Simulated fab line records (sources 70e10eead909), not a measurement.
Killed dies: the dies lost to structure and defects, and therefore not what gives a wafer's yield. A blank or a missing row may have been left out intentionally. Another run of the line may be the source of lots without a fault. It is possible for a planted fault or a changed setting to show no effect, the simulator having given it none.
Which tool is to blame?    flow nand harc    24 lots with 72 wafers sampled at 6 steps, on a route of 1159 steps

== WHAT EACH GAUGE READ, for each wafer ==
NHARC_A_CONTACT_CD_MEAS_42 targets a cd of 200 nm. Usual: 200.0 nm for cd nm, sd 0.51.
lot   measured      on         cd nm (nm)         flag
L075  day 16 13:42  cd sem-02  200.3 200.2 200.4  
L076  day 16 15:57  cd sem-01  199.7 200.1 199.7  
L074  day 16 18:16  cd sem-01  199.7 200.2 200.4  
L078  day 17 00:56  cd sem-02  200.4 201.3 201.0  
L077  day 17 01:45  cd sem-03  199.9 200.0 200.0  
L079  day 17 05:49  cd sem-01  200.6 200.7 200.8  
L081  day 18 04:44  cd sem-02  200.4 199.6 199.9  
L080  day 18 11:00  cd sem-02  199.6 199.8 200.2  
L083  day 18 21:13  cd sem-01  199.3 199.4 199.5  
L082  day 18 23:36  cd sem-03  200.8 200.7 200.2  
L084  day 20 00:27  cd sem-02  199.6 200.3 199.7  
L087  day 20 02:46  cd sem-03  199.8 199.8 199.8  
L088  day 20 06:45  cd sem-03  199.5 200.2 199.5  
L086  day 20 08:16  cd sem-03  200.3 199.5 199.4  
L091  day 20 10:55  cd sem-03  200.9 200.2 199.8  
L085  day 20 12:20  cd sem-02  199.3 199.5 199.3  
L089  day 20 16:55  cd sem-02  200.1 200.0 199.7  
L090  day 20 18:23  cd sem-03  200.4 200.1 200.5  
L093  day 20 22:50  cd sem-01  199.9 200.1 200.2  
L092  day 21 01:02  cd sem-02  200.1 200.3 200.4  
L094  day 21 13:31  cd sem-02  201.1 200.5 200.7  
L095  day 21 21:59  cd sem-03  199.3 200.2 200.0  
L097  day 21 22:47  cd sem-03  199.3 199.5 199.2  
L096  day 22 02:05  cd sem-01  200.0 200.3 200.4  

NHARC_A_CONTACT_INSPECT_71. Usual: 28 for raw defect count, sd 12.
lot   measured      on                 raw defect count  flag
L075  day 16 22:02  defect inspect-02  22 19 21          
L076  day 16 23:38  defect inspect-01  22 25 14          
L074  day 17 03:43  defect inspect-02  14 17 13          
L078  day 17 08:07  defect inspect-02  27 22 25          
L077  day 17 08:47  defect inspect-02  36 30 38          
L079  day 17 13:22  defect inspect-01  36 47 43          
L081  day 18 14:41  defect inspect-02  31 36 35          
L080  day 18 18:01  defect inspect-02  24 19 26          
L083  day 19 04:36  defect inspect-01  40 42 54          
L082  day 19 07:05  defect inspect-01  26 30 29          
L084  day 20 10:14  defect inspect-01  3 15 7            
L087  day 20 10:23  defect inspect-01  7 5 8             
L088  day 20 14:02  defect inspect-02  26 34 38          
L086  day 20 18:41  defect inspect-01  48 40 43          
L091  day 20 20:53  defect inspect-01  36 55 36          
L085  day 20 22:47  defect inspect-02  36 32 28          
L089  day 21 04:32  defect inspect-02  16 14 12          
L090  day 21 11:53  defect inspect-02  30 44 25          
L093  day 21 14:40  defect inspect-01  25 34 28          
L092  day 21 15:39  defect inspect-02  34 28 25          
L094  day 21 21:50  defect inspect-02  23 27 26          
L095  day 22 05:31  defect inspect-01  17 19 13          
L097  day 22 05:56  defect inspect-01  28 37 28          
L096  day 22 09:38  defect inspect-01  39 41 41          

== WHICH TOOL RAN EACH LOT (tool, then ch and the chambers of the sampled wafers, then the start) ==
lot   NHARC_A_CONTACT_ETCH_114              NHARC_A_CONTACT_ETCH_121              NHARC_A_CONTACT_ETCH_90             NHARC_A_CONTACT_DEP_57
L075  har cap etch-02 ch 0,1, day 16 15:32  har cap etch-02 ch 0,1, day 16 16:10  rie diel-01 ch 1,2,3, day 16 16:57  acl dep-01 ch 0, day 16 19:25
L076  har cap etch-01 ch 0,1, day 16 18:10  har cap etch-01 ch 0,1, day 16 18:47  rie diel-01 ch 0,1,2, day 16 19:35  acl dep-01 ch 0, day 16 21:27
L074  har cap etch-02 ch 0,1, day 16 21:02  har cap etch-02 ch 0,1, day 16 21:40  rie diel-05 ch 2,3, day 16 22:26    acl dep-01 ch 0, day 17 01:08
L078  har cap etch-02 ch 0,1, day 17 02:48  har cap etch-02 ch 0,1, day 17 03:26  rie diel-05 ch 2,3, day 17 04:11    acl dep-03 ch 0, day 17 06:22
L077  har cap etch-03 ch 0,1, day 17 03:38  har cap etch-03 ch 0,1, day 17 04:16  rie diel-05 ch 0,1,3, day 17 05:04  acl dep-02 ch 0, day 17 06:13
L079  har cap etch-01 ch 0,1, day 17 08:05  har cap etch-01 ch 0,1, day 17 08:43  rie diel-05 ch 0,2,3, day 17 09:29  acl dep-03 ch 0, day 17 10:46
L081  har cap etch-03 ch 0,1, day 18 06:43  har cap etch-03 ch 0,1, day 18 07:34  rie diel-05 ch 0,2,3, day 18 08:29  acl dep-01 ch 0, day 18 12:05
L080  har cap etch-01 ch 0,1, day 18 12:53  har cap etch-01 ch 0,1, day 18 13:30  rie diel-01 ch 1,3, day 18 14:17    acl dep-02 ch 0, day 18 15:26
L083  har cap etch-01 ch 0,1, day 18 23:11  har cap etch-01 ch 0,1, day 18 23:49  rie diel-05 ch 0,2, day 19 00:35    acl dep-01 ch 0, day 19 02:34
L082  har cap etch-03 ch 0,1, day 19 01:50  har cap etch-03 ch 0,1, day 19 02:28  rie diel-05 ch 0,1, day 19 03:16    acl dep-02 ch 0, day 19 05:11
L084  har cap etch-02 ch 0,1, day 20 02:19  har cap etch-02 ch 0,1, day 20 02:58  rie diel-05 ch 1,2, day 20 03:44    acl dep-01 ch 0, day 20 07:38
L087  har cap etch-03 ch 0,1, day 20 04:54  har cap etch-03 ch 0,1, day 20 05:32  rie diel-05 ch 0,2,3, day 20 06:19  acl dep-02 ch 0, day 20 08:20
L088  har cap etch-01 ch 1, day 20 08:49    har cap etch-01 ch 1, day 20 09:26    rie diel-05 ch 2,3, day 20 10:13    acl dep-03 ch 0, day 20 11:44
L086  har cap etch-02 ch 0,1, day 20 10:21  har cap etch-02 ch 0,1, day 20 10:59  rie diel-05 ch 1,3, day 20 11:46    acl dep-01 ch 0, day 20 16:05
L091  har cap etch-02 ch 0,1, day 20 12:47  har cap etch-02 ch 0,1, day 20 13:25  rie diel-05 ch 1,2,3, day 20 14:14  acl dep-03 ch 0, day 20 18:10
L085  har cap etch-03 ch 0, day 20 14:24    har cap etch-03 ch 0, day 20 15:02    rie diel-01 ch 1,2,3, day 20 15:48  acl dep-02 ch 0, day 20 20:35
L089  har cap etch-02 ch 0,1, day 20 18:46  har cap etch-02 ch 0,1, day 20 19:24  rie diel-05 ch 1,2,3, day 20 20:11  acl dep-02 ch 0, day 21 02:05
L090  har cap etch-03 ch 0,1, day 20 20:12  har cap etch-03 ch 0,1, day 20 20:50  rie diel-05 ch 0,1,2, day 20 21:39  acl dep-02 ch 0, day 21 09:26
L093  har cap etch-02 ch 0,1, day 21 00:47  har cap etch-02 ch 0,1, day 21 01:38  rie diel-13 ch 1,2,3, day 21 02:37  acl dep-03 ch 0, day 21 12:02
L092  har cap etch-01 ch 0,1, day 21 02:53  har cap etch-01 ch 0,1, day 21 03:32  rie diel-05 ch 0,1,3, day 21 04:18  acl dep-02 ch 0, day 21 13:20
L094  har cap etch-02 ch 0,1, day 21 15:22  har cap etch-02 ch 0,1, day 21 16:00  rie diel-05 ch 0,3, day 21 17:11    acl dep-03 ch 0, day 21 19:22
L095  har cap etch-03 ch 0,1, day 22 00:04  har cap etch-03 ch 0,1, day 22 00:42  rie diel-01 ch 1,2,3, day 22 01:29  acl dep-01 ch 0, day 22 02:38
L097  har cap etch-02 ch 0,1, day 22 00:49  har cap etch-02 ch 0,1, day 22 01:27  rie diel-05 ch 0,3, day 22 02:13    acl dep-02 ch 0, day 22 04:02
L096  har cap etch-03 ch 0,1, day 22 03:59  har cap etch-03 ch 0,1, day 22 04:38  rie diel-01 ch 0,1,3, day 22 05:26  acl dep-02 ch 0, day 22 07:26
- NHARC_A_CONTACT_ETCH_114: etches the open film in C4F8/O2/Ar, time 94 s, target depth 922 nm.
- NHARC_A_CONTACT_ETCH_121: etches the open film in C4F8/O2/Ar, time 94 s, target depth 922 nm.
- NHARC_A_CONTACT_ETCH_90: etches the open film in CH3F/O2, target depth 40 nm, time 85.7 s.
- NHARC_A_CONTACT_DEP_57: deposits aC, target thk 2800 nm.

== WHAT THE TOOLS THEMSELVES READ (means of the sampled wafers that have a number; where no wafer has one, the mark that the record gives instead) ==
NHARC_A_CONTACT_ETCH_90. Usual: value, then standard deviation, for each; bias w 100.02 W / 0.29; drypump motor current A 5.5 A / 0.58; o2 flow sccm 30.00 sccm / 0.095; oes product au 0.97 a.u. / 0.036; rf vpp V 243.8 V / 1.2; showerhead plenum p Torr 2.43 Torr / 0.061; throttle valve pct 20.662 % / 0.0098.
lot   tool         bias w (W)  drypump motor current A (A)  o2 flow sccm (sccm)  oes product au (a.u.)  rf vpp V (V)  showerhead plenum p Torr (Torr)  throttle valve pct (%)  flag
L075  rie diel-01  100.13      5.7                          30.00                0.92                   244.6         2.48                             20.667                  
L076  rie diel-01  99.96       5.9                          30.01                1.00                   245.6         2.50                             20.653                  
L074  rie diel-05  100.32      4.8                          29.96                1.00                   244.0         2.44                             20.662                  
L078  rie diel-05  100.11      4.8                          29.97                0.99                   244.9         2.44                             20.652                  
L077  rie diel-05  99.78       5.6                          30.01                1.00                   242.9         2.40                             20.666                  
L079  rie diel-05  100.06      5.2                          30.03                0.93                   244.1         2.43                             20.660                  
L081  rie diel-05  100.09      5.2                          30.07                0.95                   244.1         2.42                             20.668                  
L080  rie diel-01  99.77       5.5                          29.99                0.92                   244.9         2.49                             20.668                  
L083  rie diel-05  100.21      5.5                          29.98                0.99                   242.2         2.41                             20.660                  
L082  rie diel-05  100.16      6.0                          29.96                1.00                   243.0         2.37                             20.662                  
L084  rie diel-05  99.89       5.6                          30.02                0.93                   243.1         2.38                             20.668                  
L087  rie diel-05  100.11      5.2                          29.94                0.93                   243.7         2.42                             20.660                  
L088  rie diel-05  100.22      4.9                          29.94                1.00                   243.5         2.43                             20.662                  
L086  rie diel-05  100.10      5.4                          30.05                0.92                   243.8         2.40                             20.657                  
L091  rie diel-05  99.88       5.3                          30.02                0.99                   242.6         2.41                             20.669                  
L085  rie diel-01  99.93       5.7                          29.96                0.92                   245.2         2.47                             20.661                  
L089  rie diel-05  100.05      5.3                          30.04                0.93                   243.4         2.41                             20.658                  
L090  rie diel-05  100.25      5.5                          30.03                1.00                   243.3         2.39                             20.662                  
L093  rie diel-13  99.99       6.0                          30.07                0.94                   245.6         2.57                             20.660                  
L092  rie diel-05  99.63       5.6                          30.16                0.99                   243.8         2.39                             20.657                  
L094  rie diel-05  100.03      5.5                          29.99                0.93                   243.1         2.40                             20.663                  
L095  rie diel-01  100.08      5.7                          30.09                1.00                   244.5         2.46                             20.663                  
L097  rie diel-05  99.99       5.3                          29.92                1.00                   243.8         2.41                             20.663                  
L096  rie diel-01  99.80       5.7                          30.06                1.00                   245.6         2.50                             20.651                  

NHARC_A_CONTACT_DEP_57. Usual: 35.000 % for throttle valve pct, sd 0.0096.
lot   tool        throttle valve pct (%)  flag
L075  acl dep-01  35.010                  
L076  acl dep-01  34.991                  
L074  acl dep-01  34.998                  
L078  acl dep-03  34.992                  
L077  acl dep-02  35.006                  
L079  acl dep-03  34.997                  
L081  acl dep-01  35.002                  
L080  acl dep-02  34.999                  
L083  acl dep-01  34.998                  
L082  acl dep-02  35.000                  
L084  acl dep-01  35.001                  
L087  acl dep-02  34.992                  
L088  acl dep-03  35.000                  
L086  acl dep-01  34.999                  
L091  acl dep-03  35.003                  
L085  acl dep-02  35.002                  
L089  acl dep-02  35.005                  
L090  acl dep-02  35.005                  
L093  acl dep-03  35.011                  
L092  acl dep-02  35.000                  
L094  acl dep-03  35.000                  
L095  acl dep-01  35.002                  
L097  acl dep-02  34.994                  
L096  acl dep-02  34.997                  

== THE ANSWER, worked out from the rows above alone ==
Rule: take the mean of a lot's wafers that have a number; if it is more than 3 standard deviations from the usual mean, the lot is off. A lot without any number at a reading at which 4 lots or more have one is off too. Any other lot the step has rows for is counted as sound. Order of review: gauges by route order, followed by the tools' own readings, for which a lot's mean as printed above is used. At the first step where some lot is off, the reading lying furthest off is the one used; lots without a number count as furthest.
Across all readings shown, no lot is off: no conclusion can be drawn from this.

== WHAT THE SIMULATOR HAD INSERTED ==
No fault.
